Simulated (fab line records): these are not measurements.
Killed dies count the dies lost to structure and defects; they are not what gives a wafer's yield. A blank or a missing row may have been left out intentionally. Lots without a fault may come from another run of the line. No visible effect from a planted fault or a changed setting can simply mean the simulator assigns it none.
Matching of chambers	flow n5_finfet	N5_BEOL_M7_ETCH_66 on rie_diel-03: 4 sister chambers
The step etches SOC in N2/H2, target depth 80 nm, overetch 16 nm, time 120 s. 20 wafers are shown with their chamber, then 10 later ones without.

WAFERS PAIRED WITH THEIR CHAMBERS
wafer	chamber	drypump_motor_current_A (A)	showerhead_plenum_p_Torr (Torr)	rf_vpp_V (V)
L079.1	0	4.8	2.48	522.2
L079.3	3	5.5	2.71	527.7
L079.5	1	6.0	2.61	525.5
L082.2	1	6.1	2.60	526.8
L082.3	2	5.3	2.71	527.7
L082.5	3	5.5	2.70	528.1
L085.2	2	5.3	2.71	528.8
L085.3	3	5.5	2.70	528.5
L085.4	2	5.3	2.71	528.8
L084.2	0	4.7	2.47	521.7
L084.4	3	5.5	2.70	526.9
L084.5	3	5.5	2.70	528.1
L089.2	0	4.7	2.47	521.1
L089.3	2	5.3	2.70	529.0
L089.5	1	6.0	2.60	525.8
L088.1	3	5.5	2.69	527.5
L088.2	2	5.3	2.70	527.5
L088.4	1	6.1	2.60	526.1
L093.3	2	5.3	2.70	527.6
L093.4	0	4.7	2.46	521.8

SIGNATURES (means of the wafers above)
reading	chamber 0	chamber 1	chamber 2	chamber 3	scatter within a chamber
drypump_motor_current_A	4.725	6.050	5.300	5.500	0.0331
showerhead_plenum_p_Torr	2.4700	2.6025	2.7050	2.7000	0.00625
rf_vpp_V	521.700	526.050	528.233	527.800	0.591
Rule: distance of a wafer from a chamber = root of the sum over the readings of ((wafer's reading minus chamber's mean) / reading's scatter) squared. The wafer belongs to the nearest chamber; if the next one is less than 2 further off, it can't be placed. The scatter: the root of (the sum of the squares of (reading less its chamber's mean) over the shown wafers, divided by (wafers less chambers)).

WAFERS WITHOUT THEIR CHAMBER
wafer	drypump_motor_current_A (A)	showerhead_plenum_p_Torr (Torr)	rf_vpp_V (V)
L093.5	6.0	2.60	525.5
L092.1	6.0	2.60	526.4
L092.2	4.8	2.46	522.0
L092.6	4.7	2.46	522.4
L091.1	4.7	2.46	521.8
L091.3	6.0	2.60	525.4
L091.6	6.0	2.60	524.1
L096.2	5.3	2.69	526.9
L096.3	5.5	2.69	527.3
L096.6	4.7	2.46	521.6

THE CHAMBER EACH PASSED THROUGH
wafer	from the rows above	in truth
L093.5	1	1
L092.1	1	1
L092.2	0	0
L092.6	0	0
L091.1	0	0
L091.3	1	1
L091.6	1	1
L096.2	2	2
L096.3	3	3
L096.6	0	0
Correct placement for 10 of the 10. Number that these rows cannot place: 0. Number placed wrongly: 0.
